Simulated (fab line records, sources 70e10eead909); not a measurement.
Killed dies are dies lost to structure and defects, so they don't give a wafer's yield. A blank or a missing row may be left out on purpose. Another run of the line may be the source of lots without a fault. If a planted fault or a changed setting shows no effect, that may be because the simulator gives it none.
Which tool was responsible? -- flow nand_harc -- 13 lots with 39 wafers sampled at 5 steps, on a route of 1159 steps

## WHAT THE GAUGES READ, wafer by wafer
NHARC_P_CONTACT_INSPECT_14. Usual: 3.6 for raw_defect_count, sd 2.2.
lot,measured,on,raw_defect_count,flag
L984,day 5 15:53,defect_inspect-02,1 3 2,
L985,day 5 21:50,defect_inspect-01,7 3 3,
L986,day 5 22:32,defect_inspect-01,8 5 1,
L987,day 6 14:08,defect_inspect-01,2 1 5,
L989,day 6 19:37,defect_inspect-02,1 5 1,
L992,day 7 12:01,defect_inspect-02,4 1 0,
L991,day 7 16:39,defect_inspect-02,2 4 3,
L996,day 8 19:19,defect_inspect-02,5 1 7,
L104,day 10 09:55,defect_inspect-02,4 2 1,
L102,day 10 10:52,defect_inspect-01,3 2 5,
L103,day 10 10:41,defect_inspect-01,0 3 1,
L105,day 10 21:23,defect_inspect-02,6 6 7,
L107,day 11 11:22,defect_inspect-01,2 3 3,

NHARC_END_SORT_01. Usual: killed_at_array 27, standard deviation 12; killed_at_other 0.9, standard deviation 1.1; killed_at_periphery 3.2, standard deviation 2.4; killed_dies 31, standard deviation 12; killed_open 3.3, standard deviation 1.7; killed_short 2.0, standard deviation 1.6.
lot,measured,on,killed_at_array,killed_at_other,killed_at_periphery,killed_dies,killed_open,killed_short,flag
L984,day 19 17:14,prober-02,33 30 38,0 1 0,2 5 5,35 36 43,3 3 5,1 0 2,
L992,day 24 05:25,prober-01,20 20 21,0 1 0,4 4 5,24 25 26,4 4 3,1 1 1,
L991,day 24 14:04,prober-01,24 30 37,1 0 0,3 7 1,28 37 38,1 4 7,1 0 0,
L996,day 25 11:40,prober-02,21 15 22,0 0 2,5 3 3,26 18 27,6 5 5,2 0 2,
L102,day 26 11:07,prober-01,40 48 49,0 0 0,7 1 3,47 49 52,6 3 4,0 0 5,
L105,day 26 10:16,prober-02,36 34 32,0 0 0,4 2 3,40 36 35,1 1 0,2 4 1,

## WHAT TOOL EACH LOT RAN ON (gives the tool, then ch and the chambers of the sampled wafers, and finally the start)
lot,NHARC_P_GATE_STRIP_113,NHARC_P_CONTACT_EXPOSE_09,NHARC_P_CONTACT_ETCH_35
L984,"plasma_asher-02 ch 0,1, day 5 11:44","arfi_scanner-03 ch 0, day 5 15:38","rie_diel-01 ch 1,2, day 5 16:02"
L985,"plasma_asher-01 ch 0,1, day 5 17:32","arfi_scanner-03 ch 0, day 5 21:35","rie_diel-01 ch 0,2, day 5 21:59"
L986,"plasma_asher-02 ch 0, day 5 18:17","arfi_scanner-03 ch 0, day 5 22:17","rie_diel-12 ch 1,2, day 5 22:43"
L987,"plasma_asher-02 ch 0,1, day 6 10:09","arfi_scanner-02 ch 0, day 6 13:53","rie_diel-04 ch 0,1,2, day 6 14:19"
L989,"plasma_asher-02 ch 0,1, day 6 15:25","arfi_scanner-01 ch 0, day 6 19:22","rie_diel-04 ch 0,2,3, day 6 19:47"
L992,"plasma_asher-02 ch 0,1, day 7 08:05","arfi_scanner-02 ch 0, day 7 11:45","rie_diel-01 ch 1,2, day 7 12:10"
L991,"plasma_asher-02 ch 0,1, day 7 12:25","arfi_scanner-02 ch 0, day 7 16:23","rie_diel-01 ch 1,2,3, day 7 16:50"
L996,"plasma_asher-01 ch 0,1, day 8 15:03","arfi_scanner-02 ch 0, day 8 19:03","rie_diel-01 ch 0,2,3, day 8 19:28"
L104,"plasma_asher-02 ch 0,1, day 10 05:20","arfi_scanner-02 ch 0, day 10 09:38","rie_diel-04 ch 2,3, day 10 10:04"
L102,"plasma_asher-01 ch 0,1, day 10 06:07","arfi_scanner-02 ch 0, day 10 10:36","rie_diel-04 ch 0,1,3, day 10 11:05"
L103,"plasma_asher-02 ch 0,1, day 10 06:14","arfi_scanner-03 ch 0, day 10 10:25","rie_diel-01 ch 0,1, day 10 10:50"
L105,"plasma_asher-01 ch 0,1, day 10 16:38","arfi_scanner-03 ch 0, day 10 21:08","rie_diel-01 ch 0,1,2, day 10 21:32"
L107,"plasma_asher-01 ch 0,1, day 11 07:01","arfi_scanner-02 ch 0, day 11 11:06","rie_diel-04 ch 0,1,3, day 11 11:34"
- NHARC_P_GATE_STRIP_113: strips in N2/H2, time 740 s.
- NHARC_P_CONTACT_EXPOSE_09: exposes mask P CA, target cd 90 nm.
- NHARC_P_CONTACT_ETCH_35: etches the open film in CF4, target depth 39 nm, time 65 s.

## WHAT THE TOOLS THEMSELVES READ (means of the sampled wafers that have a number; where no wafer has one, the mark that the record gives instead)
NHARC_P_GATE_STRIP_113. Usual: drypump_motor_current_A 6.0 A, standard deviation 0.38; heater_power_w 82 W, standard deviation 8.7.
lot,tool,drypump_motor_current_A (A),heater_power_w (W),flag
L984,plasma_asher-02,6.2,79,
L985,plasma_asher-01,5.7,90,
L986,plasma_asher-02,6.2,84,
L987,plasma_asher-02,6.2,74,
L989,plasma_asher-02,6.2,75,
L992,plasma_asher-02,6.2,75,
L991,plasma_asher-02,6.2,78,
L996,plasma_asher-01,5.7,90,
L104,plasma_asher-02,6.2,74,
L102,plasma_asher-01,5.7,90,
L103,plasma_asher-02,6.2,79,
L105,plasma_asher-01,5.4,89,
L107,plasma_asher-01,5.7,90,

NHARC_P_CONTACT_ETCH_35. Usual: drypump_motor_current_A 5.5 A, standard deviation 0.48; oes_product_au 1.005 a.u., standard deviation 0.013; rf_vpp_V 151.3 V, standard deviation 1.3; showerhead_plenum_p_Torr 1.78 Torr, standard deviation 0.07; throttle_valve_pct 13.284 %, standard deviation 0.0097.
lot,tool,drypump_motor_current_A (A),oes_product_au (a.u.),rf_vpp_V (V),showerhead_plenum_p_Torr (Torr),throttle_valve_pct (%),flag
L984,rie_diel-01,5.5,0.998,151.9,1.83,13.282,
L985,rie_diel-01,5.4,1.006,152.9,1.85,13.296,
L986,rie_diel-12,6.0,1.003,151.4,1.84,13.286,
L987,rie_diel-04,5.2,1.008,151.1,1.77,13.276,
L989,rie_diel-04,5.7,1.012,151.6,1.79,13.280,
L992,rie_diel-01,5.5,1.001,151.8,1.83,13.282,
L991,rie_diel-01,5.6,1.009,151.2,1.77,13.286,
L996,rie_diel-01,5.5,0.994,151.6,1.80,13.286,
L104,rie_diel-04,6.1,0.999,151.7,1.82,13.292,
L102,rie_diel-04,5.6,1.006,150.3,1.75,13.282,
L103,rie_diel-01,5.0,1.001,151.4,1.75,13.290,
L105,rie_diel-01,5.3,0.994,151.5,1.78,13.280,
L107,rie_diel-04,5.6,1.005,151.3,1.75,13.287,

## THE ANSWER, worked out from the rows above alone
Rule: a lot counts as off when the mean over its wafers that have a number is more than 3 standard deviations away from the usual mean. A lot without any number at a reading at which 4 lots or more have one is off too. The other lots that the step has rows for count as sound. After the gauges, taken in route order, come the tools' own readings; for these a lot's mean is taken, as printed above. The first step at which some lot is off is used, and at that step the reading that is off furthest; a lot without a number counts as furthest.
No lot is off on any of the readings shown, so nothing can be concluded from this.

## WHAT WAS PUT IN BY THE SIMULATOR
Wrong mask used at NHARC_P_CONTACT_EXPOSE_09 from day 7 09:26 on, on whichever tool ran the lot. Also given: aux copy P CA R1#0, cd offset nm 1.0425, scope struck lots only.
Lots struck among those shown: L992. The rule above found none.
